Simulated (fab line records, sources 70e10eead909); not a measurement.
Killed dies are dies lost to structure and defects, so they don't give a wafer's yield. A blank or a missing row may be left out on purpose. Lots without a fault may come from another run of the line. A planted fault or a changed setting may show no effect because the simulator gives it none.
Which tool did it? | flow nand_harc | 20 lots, 60 wafers sampled, at 1 step of a route of 1302

WHAT THE GAUGES READ, wafer by wafer
NHARC_A_ONON_D1_THK_MEAS_02: measures by ellipsometry.
lot  | measured     | on            | thk_nm (nm)
L074 | day 7 16:25  | film_metro-02 | 1012 1012 1011
L075 | day 8 01:28  | film_metro-02 | 999 998 1000
L076 | day 8 13:50  | film_metro-01 | 998 1001 1000
L078 | day 9 06:05  | film_metro-01 | 1015 1017 1015
L077 | day 9 06:06  | film_metro-02 | 1014 1013 1012
L079 | day 9 14:26  | film_metro-01 | 997 996 997
L080 | day 10 07:28 | film_metro-02 | 1005 1003 1004
L081 | day 10 15:15 | film_metro-02 | 997 998 996
L082 | day 11 09:34 | film_metro-01 | 1002 1004 1005
L083 | day 11 13:52 | film_metro-02 | 986 986 986
L084 | day 11 17:25 | film_metro-01 | 1001 1002 1001
L085 | day 12 07:30 | film_metro-01 | 1001 1000 1000
L086 | day 12 11:28 | film_metro-02 | 985 984 984
L089 | day 13 18:28 | film_metro-02 | 1007 1008 1007
L088 | day 13 18:30 | film_metro-01 | 983 983 983
L090 | day 14 08:59 | film_metro-01 | 995 997 995
L092 | day 15 09:59 | film_metro-01 | 983 982 984
L094 | day 16 03:01 | film_metro-01 | 996 997 999
L095 | day 16 03:01 | film_metro-01 | 1001 1003 1000
L097 | day 17 16:23 | film_metro-01 | 1000 1000 1001

WHICH TOOL RAN EACH LOT (tool, then ch and the chambers of the sampled wafers, then the start)
The record holds no process step before these readings.

WHAT THE TOOLS THEMSELVES READ (means of the sampled wafers that have a number; where no wafer has one, the mark that the record gives instead)
The record holds no such reading with a usual standard deviation.

THE ANSWER, worked out from the rows above alone
Rule: what is usual is taken from the lots themselves. Put in order of their means at a reading, lots are off if they are a third of the lots or fewer, leave a main group of 4 or more, and stand apart from it by a gap of 3 or more times the standard deviation of the main group's means; of several such gaps the widest counts. A main group whose means are all the same, to the digits that the tables above print for the reading, isn't used. A lot without any number at a reading at which 4 lots or more have one is off too. The other lots that the step has rows for count as sound. The gauges are gone through in route order, then the tools' own readings, and for those a lot's mean is taken as printed above. The first step at which some lot is off is used, and at that step the reading that is off furthest; a lot without a number counts as furthest.
No lot is off at any reading shown: from this, nothing can be told.

WHAT THE SIMULATOR HAD PUT IN
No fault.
